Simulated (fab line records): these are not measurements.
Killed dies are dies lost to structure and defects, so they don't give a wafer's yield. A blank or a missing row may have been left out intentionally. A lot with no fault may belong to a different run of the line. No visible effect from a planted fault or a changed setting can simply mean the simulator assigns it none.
Commonality check across tools ; flow n5-finfet ; 30 wafers sampled across 10 lots

WHAT PROMPTED THE OPENING
At N5_BEOL_M4_RC_MEAS_101 the reading COMB_M4_max_site is flagged on 2 of 10 lots. Wafers without a fault read 8.7e-11 S/m, standard deviation 2.2e-11.
Rule: flag the lot when none of its wafers has a number, or when each of its wafers that has one lies beyond 4 standard deviations from that mean. As for the other lots, they are considered sound.

lot;measured;on;COMB_M4_max_site (S/m), wafer by wafer;flag
L983;day 9 17:53;prober-01;9.8e-11 6.3e-11 1.21e-10;
L985;day 10 07:59;prober-02;7.4e-11 9.4e-11 1.19e-10;
L986;day 10 23:08;prober-02;1.55e-10 8.3e-11 5.6e-11;
L987;day 11 04:16;prober-02;9.5e-11 7.6e-11 7.2e-11;
L988;day 11 08:04;prober-02;1.07e-10 6.5e-11 8e-11;
L994;day 12 22:44;prober-02;4.59e-10 4.2e-10 3.87e-10;FLAGGED
L998;day 14 01:52;prober-02;1.04e-10 5.6e-11 6.6e-11;
L997;day 14 05:40;prober-01;5.64e-10 3.86e-10 5.74e-10;FLAGGED
L101;day 14 15:12;prober-02;6.4e-11 6.4e-11 4.4e-11;
L106;day 15 13:35;prober-02;1e-10 1.11e-10 8.9e-11;
The numbers of the flagged lots are 4.6e-10 S/m on average: +3.8e-10 S/m against the usual, or +17 standard deviations.

WHICH TOOL RAN EACH LOT
4 process steps preceding the reading are held in the record, out of 1938 steps in the route. Each cell gives the tool, then ch followed by the chambers the sampled wafers passed through, then the start.
lot;flag;N5_BEOL_M4_ALD_84;N5_BEOL_M4_SPUTTER_90;N5_BEOL_M4_SPUTTER_96;N5_BEOL_M4_ANNEAL_51
L983;;ald-metal-03 ch 0,2,3, day 9 14:12;pvd-sputter-01, day 9 16:08;pvd-sputter-01, day 9 16:47;rtp-anneal-01 ch 0, day 9 16:59
L985;;ald-metal-04 ch 0,2,3, day 10 04:40;pvd-sputter-03, day 10 06:12;pvd-sputter-03, day 10 06:52;rtp-anneal-02 ch 0, day 10 07:04
L986;;ald-metal-04 ch 0,1,3, day 10 19:26;pvd-sputter-02, day 10 21:21;pvd-sputter-02, day 10 22:01;rtp-anneal-02 ch 0, day 10 22:13
L987;;ald-metal-04 ch 0,1,3, day 10 22:45;pvd-sputter-03, day 11 02:19;pvd-sputter-03, day 11 02:58;rtp-anneal-02 ch 0, day 11 03:10
L988;;ald-metal-04 ch 1,2,3, day 11 04:39;pvd-sputter-01, day 11 06:19;pvd-sputter-01, day 11 06:58;rtp-anneal-01 ch 0, day 11 07:10
L994;FLAGGED;ald-metal-04 ch 1,3, day 12 19:13;pvd-sputter-03, day 12 20:49;pvd-sputter-03, day 12 21:28;rtp-anneal-02 ch 0, day 12 21:43
L998;;ald-metal-02 ch 0,1,2, day 13 21:57;pvd-sputter-01, day 13 23:56;pvd-sputter-01, day 14 00:35;rtp-anneal-01 ch 0, day 14 00:51
L997;FLAGGED;ald-metal-04 ch 0,2,3, day 14 00:56;pvd-sputter-02, day 14 03:55;pvd-sputter-02, day 14 04:34;rtp-anneal-01 ch 0, day 14 04:46
L101;;ald-metal-03 ch 0,3, day 14 11:52;pvd-sputter-02, day 14 13:26;pvd-sputter-02, day 14 14:06;rtp-anneal-01 ch 0, day 14 14:17
L106;;ald-metal-03 ch 0,2, day 15 08:13;pvd-sputter-01, day 15 11:36;pvd-sputter-01, day 15 12:16;rtp-anneal-02 ch 0, day 15 12:30
These steps, and what they do:
- N5_BEOL_M4_ALD_84: deposits TaN, pulse time 2 s, purge time 3 s, co reactant purge time 2 s.
- N5_BEOL_M4_SPUTTER_90: material Cu, target thk 4.5 nm, time 8.29 s.
- N5_BEOL_M4_SPUTTER_96: material Cu, target thk 4.5 nm, time 8.29 s.
- N5_BEOL_M4_ANNEAL_51: time 90 s.
- N5_BEOL_M4_RC_MEAS_101

FLAGGED AGAINST TOTAL, ONE TOOL AT A TIME (gauges that did the reading follow at the end)
step;tool;lots run;flagged;share of the flagged lots;sound lots run after its first flagged lot
N5_BEOL_M4_ALD_84;ald-metal-02;1;0;none;-
N5_BEOL_M4_ALD_84;ald-metal-03;3;0;none;-
N5_BEOL_M4_ALD_84;ald-metal-04;6;2;all;0
N5_BEOL_M4_SPUTTER_90;pvd-sputter-01;4;0;none;-
N5_BEOL_M4_SPUTTER_90;pvd-sputter-02;3;1;some;1 (L101)
N5_BEOL_M4_SPUTTER_90;pvd-sputter-03;3;1;some;0
N5_BEOL_M4_SPUTTER_96;pvd-sputter-01;4;0;none;-
N5_BEOL_M4_SPUTTER_96;pvd-sputter-02;3;1;some;1 (L101)
N5_BEOL_M4_SPUTTER_96;pvd-sputter-03;3;1;some;0
N5_BEOL_M4_ANNEAL_51;rtp-anneal-01;5;1;some;1 (L101)
N5_BEOL_M4_ANNEAL_51;rtp-anneal-02;5;1;some;1 (L106)
N5_BEOL_M4_RC_MEAS_101;prober-01;2;1;some;0
N5_BEOL_M4_RC_MEAS_101;prober-02;8;1;some;3 (L998,L101,L106)

WHAT THE TABLE ALLOWS
In the table, 1 row covers all flagged lots: ald-metal-04 at N5_BEOL_M4_ALD_84.
- ald-metal-04 at N5_BEOL_M4_ALD_84 ran 6 lots, 2 of them flagged. A fault beginning between L988 (day 11 04:39), its last sound lot, and L994 (day 12 19:13), its first flagged one, fits the data.
One tool is left: ald-metal-04 at N5_BEOL_M4_ALD_84.

WHAT THE SIMULATOR HAD INSERTED
Site profile drift: ald-metal-04, from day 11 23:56 on, at N5_BEOL_M4_ALD_84. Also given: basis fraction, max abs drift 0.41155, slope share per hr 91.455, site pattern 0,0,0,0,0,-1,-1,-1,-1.
Lots struck among those shown: L994, L997. The rule above reached the same finding.
